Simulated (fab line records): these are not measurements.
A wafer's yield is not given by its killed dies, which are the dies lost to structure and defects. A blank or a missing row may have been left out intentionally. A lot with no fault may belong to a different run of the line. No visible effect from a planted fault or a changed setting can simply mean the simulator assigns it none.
fab line records	flow n5Finfet
record: lots: 4	wafers: 12	lastDay: 15
route steps=1938 shown SDB@359 BEOL_M4@1111 PASSIVATION@1936
lots that met no fault: taken from a fault-free run of the same line
startH: the number of hours between the record's first day and the start of the first shown wafer of the lot	waitH: time in hours since the lot's previous step	" same as the row above	L1.1+2: several wafers, shown together as one row	- either no value or no given start	* or withheld: withheld	< > ~ a bound
route shown NAME@n: names a module that has steps shown in the file, with the first one's number in the route	usual: mean and standard deviation over wafers with no fault	same: alike in all rows	chamber/n: place in a boat	sites: per-site readings	_std_site: the values' standard deviation	_edge_site: inner sites' mean taken away from outer sites' mean	radiusMm: for every site, how far away it sits from the centre of the wafer	mask NAME#n: copy n	behind: the last tool/chamber to shape the wafer	hold: why the lot went on hold/how many hours it stayed there/how the hold came to an end	device: the transistor (n, p or np) that didn't switch	end of line: tests run on the same wafers once the route is complete	for a step that has no rows: nothing shown but its recipe	killed: at the first sort, the dies lost to defects and structure; wafer yield is something else	map: dies across one wafer; x = killed, . = not, _ = none there
set.NAME: setting as actually run; set.NAME@STEP: the setting as run at that earlier step	model.NAME: the simulator's own value behind a step, which no gauge read
lots at some steps of the route; a table a step, a row a wafer
services: from which hour (startH, from the record's first day; less than 0 if before it) a tool's chamber was out of use, for how many hours, and why
== steps ==
step: N5_SDB_DESCUM_16
recipe: chemistry: O2	timeS: 7.9	sourcePowerW: 50	biasPowerW: 20	pressureMtorr: 20	rfFrequencyHz: 2.712e+07	tempC: 40	resist: CAR-ArF	o2FlowSccm: 225
step: N5_SDB_ETCH_17
recipe: chemistry: CF4	target: SiARC	targetDepthA: 234	maskMaterial: CAR-ArF	timeS: 39	ionEnergyEv: 80	pressureMtorr: 40	sourceW: 545	biasW: 36	Ar_flow_sccm: 100	cf4FlowSccm: 100	ends: cleared
step: N5_SDB_ETCH_18
recipe: chemistry: N2/H2	target: SOC	targetDepthA: 1000	overetchA: 200	maskMaterial: SiARC	tempC: 40	timeS: 150	ionEnergyEv: 200	pressureMtorr: 30	sourceW: 840	biasW: 150	n2FlowSccm: 200	h2FlowSccm: 200
step: N5_SDB_STRIP_19
recipe: chemistry: N2/H2	tempC: 40	n2FlowSccm: 200	h2FlowSccm: 200	rfFrequencyHz: 6e+07
step: N5_SDB_STRIP_21
recipe: chemistry: CF4	resist: SiARC	powerW: 300	biasPowerW: 75	pressureMtorr: 50	cf4FlowSccm: 150	rfFrequencyHz: 6e+07
step: N5_SDB_HM_OPEN_20
recipe: chemistry: CH3F/O2	target: SiNx	maskMaterial: SOC	targetDepthA: 240	stopOn: poly-Si	overEtchFrac: 0.4	ionEnergyEv: 120	pressureMtorr: 30	sourceW: 395	biasW: 73	Ar_flow_sccm: 150	CH3F_flow_sccm: 30	O2_flow_sccm: 20
step: N5_SDB_STRIP_22
recipe: chemistry: N2/H2	powerW: 1000	tempC: 250	h2Frac: 0.65	overashFraction: 0.3	pressureMtorr: withheld	n2FlowSccm: 1750	h2FlowSccm: 3250
step: N5_SDB_PRECLEAN_23
recipe: chemistry: dHF	timeS: 30	tempC: 25	dilution: withheld
step: N5_SDB_DUMMY_REMOVE_24
recipe: chemistry: TMAH	tempC: 70	target: poly-Si	stopOn: SiO2	targetDepthNm: 142	concWtPct: 5	timeS: 57	dry: ipaMarangoni	rinseTimeS: 30	rinseTempC: 23
step: N5_SDB_ETCH_25
recipe: chemistry: C4F6/O2	target: SiO2	targetDepthA: 100	timeS: 3.3	ionEnergyEv: 250	maskMaterial: SiNx	pressureMtorr: 30	sourceW: 345	biasW: 185	Ar_flow_sccm: 300	C4F6_flow_sccm: 10	O2_flow_sccm: 10
usual: C4F6_flow_sccm: 10.00/0.032	O2_flow_sccm: 9.999/0.028	drypumpMotorCurrentA: 5.9/0.46	oes_f_703_au: 0.78/0.061	oesProductAu: 0.78/0.064	rfVppV: 663/9.6	showerheadPlenumPTorr: 2.87/0.075	throttleValvePct: 21.27/0.24
lot.wafer	tool	chamber	startH	waitH	C4F6_flow_sccm	O2_flow_sccm	drypumpMotorCurrentA	oes_f_703_au	oesProductAu	rfHoursCounterH	rfVppV	showerheadPlenumPTorr	throttleValvePct
L482.2	rieDiel-01	2	70.39	0.0	9.93	9.960	5.6	0.80	0.81	68	667	2.75	21.09
L482.5	"	3	"	"	9.98	10.030	6.6	0.73	0.73	-	676	2.95	21.46
L482.6	"	0	"	"	10.00	10.058	5.9	0.75	0.77	-	653	2.74	20.93
L495.2	rieDiel-01	0	147.87	0.1	-	-	-	-	-	-	-	-	-
L495.3	"	2	"	"	-	-	-	-	-	-	-	-	-
L495.4	"	1	"	"	-	-	-	-	-	-	-	-	-
L496.3	rieDiel-02	2	150.28	0.0	-	-	-	-	-	-	-	-	-
L496.4	"	3	"	"	-	-	-	-	-	-	-	-	-
L496.6	"	3	"	"	-	-	-	-	-	-	-	-	-
L497.2	rieDiel-04	1	157.14	0.1	9.98	10.000	5.6	0.84	0.83	77	661	2.89	21.39
L497.3	"	0	"	"	10.01	10.045	5.3	0.73	0.72	198	645	2.84	21.22
L497.6	"	3	"	"	10.00	10.021	5.6	0.70	0.70	-	681	2.93	21.58
step: N5_SDB_CUT_ETCH_26
recipe: chemistry: HBr/Cl2/O2	target: Si	targetDepthA: 1296	btTimeS: 20	maskMaterial: SiNx	timeS: 51.8	ionEnergyEv: *	biasW: *	pressureMtorr: 10	icpW: 800	HBr_flow_sccm: 150	Cl2_flow_sccm: 80	O2_flow_sccm: 12
step: N5_BEOL_M4_RC_MEAS_101
usual: DIBL_N: 36.1/1.6	DIBL_P: 35.8/2.1	IOFF_N: 0.16/0.031	IOFF_P: 0.21/0.034	ION_N: 673/12	ION_P: 461/7.2	SS_N: 71.4/0.59	SS_P: 73.3/0.63	VT_N: 250/3.1	VT_P: -250/3.3
lot.wafer	tool	chamber	startH	waitH	DIBL_N[mV/V]	DIBL_P[mV/V]	IOFF_N[nA/um]	IOFF_P[nA/um]	ION_N[uA/um]	ION_P[uA/um]	SS_N[mV/dec]	SS_P[mV/dec]	VT_N[mV]	VT_P[mV]
L482.2	prober-02	0	175.40	0.2	36.0	35.0	0.16	0.20	663	453	71.8	73.5	248	-251
L482.5	"	0	"	"	33.9	32.9	0.13	0.17	671	458	69.9	73.1	254	-253
L482.6	"	0	"	"	35.9	35.7	0.16	0.21	672	459	71.0	73.6	248	-253
L497.2	prober-01	0	259.82	0.2	37.1	37.5	0.19	0.23	676	464	71.8	73.4	250	-248
L497.3	"	0	"	"	32.4	31.9	0.11	0.15	649	451	69.9	72.0	253	-254
L497.6	"	0	"	"	36.4	36.3	0.17	0.22	679	468	71.4	73.4	249	-251
step: N5_PASSIVATION_PROBE_49
usual: defectLimitedYield: 91.0/1.5	killed_at_M0_to_M3: 35/11	killed_at_M4_up: 13/6	killedAtContacts: 14/6.5	killedAtFrontEnd: 40/12	killedAtOther: 4/3.4	killedDies: 106/18	killedOnRim: 14/4.7	killedOpen: 68/14	killedShort: 35/7.7	sort_bin_5_function: 5.2/0.98	sort_bin_6_memory: 3.4/0.72	sortNPass: 1074/18	sortYieldPct: 91.0/1.5
same: grossDies: 1180	killedAtBackSide: 0	sort_bin_4_leakage[%]: 0	sort_bin_8_speed[%]: 0
lot.wafer	tool	chamber	startH	waitH	defectLimitedYield[%]	killed_at_M0_to_M3	killed_at_M4_up	killedAtContacts	killedAtFrontEnd	killedAtOther	killedDies	killedOnRim	killedOpen	killedShort	sort_bin_5_function[%]	sort_bin_6_memory[%]	sortNPass	sortYieldPct[%]
L482.2	prober-02	-	289.79	0.1	91.2	38	24	15	23	4	104	12	70	32	5.7	3.1	1076	91.2
L482.5	prober-02	-	289.94	0.2	90.3	33	19	13	48	2	115	17	75	38	5.3	3.8	1065	90.3
L482.6	prober-02	-	289.99	0.3	89.3	42	17	15	50	2	126	14	75	48	6.0	3.9	1054	89.3
L497.2	prober-02	-	363.07	0.1	91.4	26	18	7	43	8	102	15	64	33	4.7	3.4	1078	91.4
L497.3	prober-02	-	363.12	0.1	91.2	26	30	8	37	3	104	6	69	26	4.8	2.9	1076	91.2
L497.6	prober-02	-	363.27	0.3	91.2	23	10	9	47	15	104	12	69	34	5.0	3.4	1076	91.2
L496.3	prober-01	-	366.62	0.1	0	43	9	17	1109	2	1180	152	68	26	96.8	3.2	0	0
L496.4	prober-01	-	366.67	0.2	0	35	14	18	1113	0	1180	152	62	29	95.9	3.9	0	0
L496.6	prober-01	-	366.77	0.3	0	35	8	23	1112	2	1180	152	61	42	96.3	2.9	0	0
L495.2	prober-02	-	366.62	0.1	0	28	18	8	1123	3	1180	152	55	42	96.9	2.7	0	0
L495.3	prober-02	-	366.67	0.1	0	33	20	15	1107	5	1180	152	66	39	97.1	2.6	0	0
L495.4	prober-02	-	366.72	0.2	0	29	21	3	1124	3	1180	152	61	45	96.7	2.7	0	0
killed by level:class
L482.2 BEOL_M0_SAQP:geometricParticle:short=12 MOL_CONTACT_COAG:geometricParticle:open=11 BEOL_M0_SAQP:geometricParticle:open=10 BEOL_M4:geometricParticle:open=9 STI_FIN_REVEAL:geometricParticle:open=7 FIN_SAQP:geometricParticle:open=5 FIN_SAQP:geometricParticle:short=4 MOL_CONTACT_COAG:geometricParticle:short=4
L482.5 FIN_SAQP:geometricParticle:short=13 MOL_CONTACT_COAG:geometricParticle:open=10 STI_FIN_REVEAL:geometricParticle:open=9 BEOL_M3:geometricParticle:open=9 BEOL_M0_SAQP:geometricParticle:open=6 BEOL_M2:geometricParticle:open=6 FIN_SAQP:geometricParticle:open=5 BEOL_M0_SAQP:geometricParticle:short=5
L482.6 STI_FIN_REVEAL:geometricParticle:open=14 FIN_SAQP:geometricParticle:short=13 MOL_CONTACT_COAG:geometricParticle:open=12 BEOL_M4:geometricParticle:open=11 BEOL_M2:geometricParticle:open=9 BEOL_M0_SAQP:geometricParticle:short=8 BEOL_M1:geometricParticle:open=7 BEOL_M0_SAQP:geometricParticle:open=6
L497.2 STI_FIN_REVEAL:geometricParticle:open=14 BEOL_M4:geometricParticle:open=12 FIN_SAQP:geometricParticle:short=7 MOL_CONTACT_COAG:geometricParticle:open=6 BEOL_M2:geometricParticle:open=6 DUMMY_GATE:geometricParticle:open=5 BEOL_M0_SAQP:geometricParticle:short=5 BEOL_M0:geometricParticle:open=4
L497.3 BEOL_M4:geometricParticle:open=12 STI_FIN_REVEAL:geometricParticle:open=8 HKMG_FIN:areaEtch=8 MOL_CONTACT_COAG:geometricParticle:open=7 BEOL_M0_SAQP:geometricParticle:open=7 BEOL_M1:geometricParticle:open=7 BEOL_M5:geometricParticle:open=7 BEOL_M0_SAQP:geometricParticle:short=6
L497.6 FIN_SAQP:geometricParticle:open=13 FIN_SAQP:geometricParticle:short=11 MOL_CONTACT_COAG:geometricParticle:open=8 BEOL_M0_SAQP:geometricParticle:open=8 MIM_TOP:geometricParticle:open=6 STI_FIN_REVEAL:geometricParticle:open=5 DUMMY_GATE:geometricParticle:open=5 PAD_METAL:geometricParticle:short=5
L496.3 SDB:areaEtch=1086 MOL_CONTACT_COAG:geometricParticle:open=14 BEOL_M0_SAQP:geometricParticle:open=12 BEOL_M1:geometricParticle:open=12 BEOL_M0:geometricParticle:open=8 FIN_SAQP:geometricParticle:short=6 FIN_SAQP:geometricParticle:open=5 BEOL_M0_SAQP:geometricParticle:short=5
L495.2 SDB:areaEtch=1083 BEOL_M1:geometricParticle:open=9 BEOL_M4:geometricParticle:open=8 FIN_SAQP:geometricParticle:open=7 FIN_SAQP:geometricParticle:short=7 MOL_CONTACT_COAG:geometricParticle:open=7 BEOL_M0_SAQP:geometricParticle:short=6 STARTING-WAFER:geometricParticle:open=6
L496.4 SDB:areaEtch=1089 MOL_CONTACT_COAG:geometricParticle:open=13 BEOL_M0_SAQP:geometricParticle:short=9 BEOL_M3:geometricParticle:open=8 BEOL_M0_SAQP:geometricParticle:open=7 STI_FIN_REVEAL:geometricParticle:open=5 MOL_CONTACT_COAG:geometricParticle:short=5 FIN_SAQP:geometricParticle:short=4
L495.3 SDB:areaEtch=1075 MOL_CONTACT_COAG:geometricParticle:open=13 BEOL_M0_SAQP:geometricParticle:open=8 BEOL_M4:geometricParticle:open=8 BEOL_M0_SAQP:geometricParticle:short=7 GATE_CUT:geometricParticle:short=6 FIN_SAQP:geometricParticle:open=5 BEOL_M2:geometricParticle:open=5
L495.4 SDB:areaEtch=1072 FIN_SAQP:geometricParticle:short=16 BEOL_M0_SAQP:geometricParticle:open=15 STI_FIN_REVEAL:geometricParticle:open=9 FIN_SAQP:geometricParticle:open=7 BEOL_M4:geometricParticle:short=6 GATE_CUT:geometricParticle:short=6 GATE_CUT:geometricParticle:open=6
L496.6 SDB:areaEtch=1077 MOL_CONTACT_COAG:geometricParticle:open=15 BEOL_M0_SAQP:geometricParticle:short=14 MOL_CONTACT_COAG:geometricParticle:short=8 BEOL_M0_SAQP:geometricParticle:open=8 BEOL_M2:geometricParticle:open=6 FIN_SAQP:geometricParticle:short=5 FIN_SAQP:geometricParticle:open=5
map L495.2 (x killed, . not)
_________________xxxxxxxxxxxx________________
______________xxxxxxxxxxxxxxxxxx_____________
___________xxxxxxxxxxxxxxxxxxxxxxxx__________
__________xxxxxxxxxxxxxxxxxxxxxxxxxx_________
________xxxxxxxxxxxxxxxxxxxxxxxxxxxxxx_______
_______xxxxxxxxxxxxxxxxxxxxxxxxxxxxxxxx______
______xxxxxxxxxxxxxxxxxxxxxxxxxxxxxxxxxx_____
_____xxxxxxxxxxxxxxxxxxxxxxxxxxxxxxxxxxxx____
____xxxxxxxxxxxxxxxxxxxxxxxxxxxxxxxxxxxxxx___
___xxxxxxxxxxxxxxxxxxxxxxxxxxxxxxxxxxxxxxxx__
___xxxxxxxxxxxxxxxxxxxxxxxxxxxxxxxxxxxxxxxx__
__xxxxxxxxxxxxxxxxxxxxxxxxxxxxxxxxxxxxxxxxxx_
__xxxxxxxxxxxxxxxxxxxxxxxxxxxxxxxxxxxxxxxxxx_
_xxxxxxxxxxxxxxxxxxxxxxxxxxxxxxxxxxxxxxxxxxxx
_xxxxxxxxxxxxxxxxxxxxxxxxxxxxxxxxxxxxxxxxxxxx
_xxxxxxxxxxxxxxxxxxxxxxxxxxxxxxxxxxxxxxxxxxxx
_xxxxxxxxxxxxxxxxxxxxxxxxxxxxxxxxxxxxxxxxxxxx
_xxxxxxxxxxxxxxxxxxxxxxxxxxxxxxxxxxxxxxxxxxxx
_xxxxxxxxxxxxxxxxxxxxxxxxxxxxxxxxxxxxxxxxxxxx
_xxxxxxxxxxxxxxxxxxxxxxxxxxxxxxxxxxxxxxxxxxxx
_xxxxxxxxxxxxxxxxxxxxxxxxxxxxxxxxxxxxxxxxxxxx
__xxxxxxxxxxxxxxxxxxxxxxxxxxxxxxxxxxxxxxxxxx_
__xxxxxxxxxxxxxxxxxxxxxxxxxxxxxxxxxxxxxxxxxx_
___xxxxxxxxxxxxxxxxxxxxxxxxxxxxxxxxxxxxxxxx__
___xxxxxxxxxxxxxxxxxxxxxxxxxxxxxxxxxxxxxxxx__
____xxxxxxxxxxxxxxxxxxxxxxxxxxxxxxxxxxxxxx___
_____xxxxxxxxxxxxxxxxxxxxxxxxxxxxxxxxxxxx____
______xxxxxxxxxxxxxxxxxxxxxxxxxxxxxxxxxx_____
_______xxxxxxxxxxxxxxxxxxxxxxxxxxxxxxxx______
________xxxxxxxxxxxxxxxxxxxxxxxxxxxxxx_______
__________xxxxxxxxxxxxxxxxxxxxxxxxxx_________
___________xxxxxxxxxxxxxxxxxxxxxxxx__________
______________xxxxxxxxxxxxxxxxxx_____________
_________________xxxxxxxxxxxx________________
map L496.3 (x killed, . not)
_________________xxxxxxxxxxxx________________
______________xxxxxxxxxxxxxxxxxx_____________
___________xxxxxxxxxxxxxxxxxxxxxxxx__________
__________xxxxxxxxxxxxxxxxxxxxxxxxxx_________
________xxxxxxxxxxxxxxxxxxxxxxxxxxxxxx_______
_______xxxxxxxxxxxxxxxxxxxxxxxxxxxxxxxx______
______xxxxxxxxxxxxxxxxxxxxxxxxxxxxxxxxxx_____
_____xxxxxxxxxxxxxxxxxxxxxxxxxxxxxxxxxxxx____
____xxxxxxxxxxxxxxxxxxxxxxxxxxxxxxxxxxxxxx___
___xxxxxxxxxxxxxxxxxxxxxxxxxxxxxxxxxxxxxxxx__
___xxxxxxxxxxxxxxxxxxxxxxxxxxxxxxxxxxxxxxxx__
__xxxxxxxxxxxxxxxxxxxxxxxxxxxxxxxxxxxxxxxxxx_
__xxxxxxxxxxxxxxxxxxxxxxxxxxxxxxxxxxxxxxxxxx_
_xxxxxxxxxxxxxxxxxxxxxxxxxxxxxxxxxxxxxxxxxxxx
_xxxxxxxxxxxxxxxxxxxxxxxxxxxxxxxxxxxxxxxxxxxx
_xxxxxxxxxxxxxxxxxxxxxxxxxxxxxxxxxxxxxxxxxxxx
_xxxxxxxxxxxxxxxxxxxxxxxxxxxxxxxxxxxxxxxxxxxx
_xxxxxxxxxxxxxxxxxxxxxxxxxxxxxxxxxxxxxxxxxxxx
_xxxxxxxxxxxxxxxxxxxxxxxxxxxxxxxxxxxxxxxxxxxx
_xxxxxxxxxxxxxxxxxxxxxxxxxxxxxxxxxxxxxxxxxxxx
_xxxxxxxxxxxxxxxxxxxxxxxxxxxxxxxxxxxxxxxxxxxx
__xxxxxxxxxxxxxxxxxxxxxxxxxxxxxxxxxxxxxxxxxx_
__xxxxxxxxxxxxxxxxxxxxxxxxxxxxxxxxxxxxxxxxxx_
___xxxxxxxxxxxxxxxxxxxxxxxxxxxxxxxxxxxxxxxx__
___xxxxxxxxxxxxxxxxxxxxxxxxxxxxxxxxxxxxxxxx__
____xxxxxxxxxxxxxxxxxxxxxxxxxxxxxxxxxxxxxx___
_____xxxxxxxxxxxxxxxxxxxxxxxxxxxxxxxxxxxx____
______xxxxxxxxxxxxxxxxxxxxxxxxxxxxxxxxxx_____
_______xxxxxxxxxxxxxxxxxxxxxxxxxxxxxxxx______
________xxxxxxxxxxxxxxxxxxxxxxxxxxxxxx_______
__________xxxxxxxxxxxxxxxxxxxxxxxxxx_________
___________xxxxxxxxxxxxxxxxxxxxxxxx__________
______________xxxxxxxxxxxxxxxxxx_____________
_________________xxxxxxxxxxxx________________
== services ==
tool	chamber	startH	hours	kind
rieDiel-02	2	49.88	22.3	repair
rieDiel-02	1	60.94	12.0	repair
rieDiel-01	1	68.06	6.8	repair
rieDiel-02	0	91.12	-	clean
rieDiel-02	0	91.12	-	consumableReplace:focusRing
rieDiel-02	0	91.12	16.2	scheduledDown
rieDiel-02	0	91.12	16.2	ventCycle
rieDiel-01	1	98.46	4.6	repair
rieDiel-04	3	149.90	3.7	repair
== key ==
firstSign: step: N5_SDB_ETCH_25	reading: toolRecord	direction: missing
effect: step: N5_PASSIVATION_PROBE_49	reading: sort_bin_5_function	direction: up	sigmas: 94	usual: 5.2	struck: 96.6
moreKillsBornAt: N5_SDB_ETCH_25@rieDiel-02: 3252	N5_SDB_ETCH_25@rieDiel-01: 3230
metAt N5_SDB_ETCH_25
struckWafers L495.2,L495.3,L495.4,L496.3,L496.4,L496.6
laterRowsLeftOut L495.2,L495.3,L495.4,L496.3,L496.4,L496.6
onsetBetween 70.39 147.87
fault: kind: skippedStepWhole	tool: rieDiel-01,rieDiel-02	chamber: -	onsetH: 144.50	steps: N5_SDB_ETCH_25	scope: struckLotsOnly
laterRowsLeftOut: the simulator's readings of these wafers behind a module that went badly wrong aren't trusted and aren't shown, but for the sort
